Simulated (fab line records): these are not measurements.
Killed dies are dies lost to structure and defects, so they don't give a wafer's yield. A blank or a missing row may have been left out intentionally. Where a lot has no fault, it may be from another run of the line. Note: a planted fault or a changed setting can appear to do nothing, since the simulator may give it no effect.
Problem report in the 8D (eight disciplines) form, filled by code | flow n5 finfet | the parts of the form that need people (team, actions taken, sign-off) are left out

== 1. WHAT IS WRONG ==
Wafers without a fault read 1499.9 rpm, standard deviation 0.98; spin speed rpm at N5_BEOL_M5_COAT_74 reads a mean of 1450.5 rpm on 6 wafers belonging to 2 lots. Measured from the usual mean, that is -50 standard deviations.
The step: time 60 s, resist thk 5 nm.
Earliest sighting: wafer L780.2 on litho track-03 at day 10 11:58. The record has a number at this step for 33 wafers belonging to 11 lots. Rule for "out", or "out of limits": more than 4 standard deviations from the usual mean. The rest of the wafers with a number are treated as sound.

== 2. WHAT IT IS; WHAT IT IS NOT ==
question                    | is                     | is not
which readings at this step | spin speed rpm         | -
which lots                  | L780, L785             | L773, L774, L777, L778, L788, L789, L790, L793, L794
which wafers of those lots  | all that have a number | -
read on which tools         | litho track-03         | litho track-02, litho track-05
when                        | from day 10 11:58      | up to then (12 sound wafers); but 15 sound wafers of L788, L789, L790, L793, L794 came after

== 3. THE SUSPECTS, EACH WITH WHAT RULES IT OUT ==
Counting: a tool stays on the suspect list if, at a process step up to the reading, it processed all lots that are out and no sound lot following the first of them.
- rie diel-03 at N5_BEOL_M5_ETCH_72 (etches underlayer in N2/H2, target depth 6.5 nm, time 5.2 s): ruled out as a lasting fault. Following L780 (day 10 11:32), the first lot on it that is out, the sound lots L789, L788 were run on it.
- litho track-03 at N5_BEOL_M5_COAT_74 (time 60 s, resist thk 5 nm): kept. Every lot that is out went through it, starting with L780 (day 10 11:58), and after that it ran no sound lot; the last sound lot it ran before then is L778 (day 9 21:11). Its own readings are out on those wafers: spin speed rpm.
The count leaves litho track-03 at N5_BEOL_M5_COAT_74.

== 4. THE CAUSE (what the simulator had put in) ==
Process parameter drift: litho track-03, from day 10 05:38 on, at N5_BEOL_M5_COAT_74. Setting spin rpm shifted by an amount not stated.
Only this tool survived the counting.

== 5. THE EFFECT CHAIN, in route order ==
One row per reading whose mean, taken over the struck wafers that have a number, lies over 3 standard deviations from the usual. Readings are gone through only where the record gives a usual standard deviation; hours: the median, over the lots, of the time from a lot's start at the first step in this table giving one to that lot's start at this step; sigmas: the change measured in usual standard deviations.
hours | step               | reading        | usual      | on struck wafers | change | sigmas
0     | N5_BEOL_M5_COAT_74 | spin speed rpm | 1499.9 rpm | 1450.5           | -49.4  | -50
It contains these process steps:
- N5_BEOL_M5_COAT_74: time 60 s, resist thk 5 nm.

== 6. HOW IT WOULD HAVE BEEN CAUGHT EARLIER ==
6 hours passed between the start of the fault at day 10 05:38 and the first reading out of limits in this record, taken at day 10 11:58.
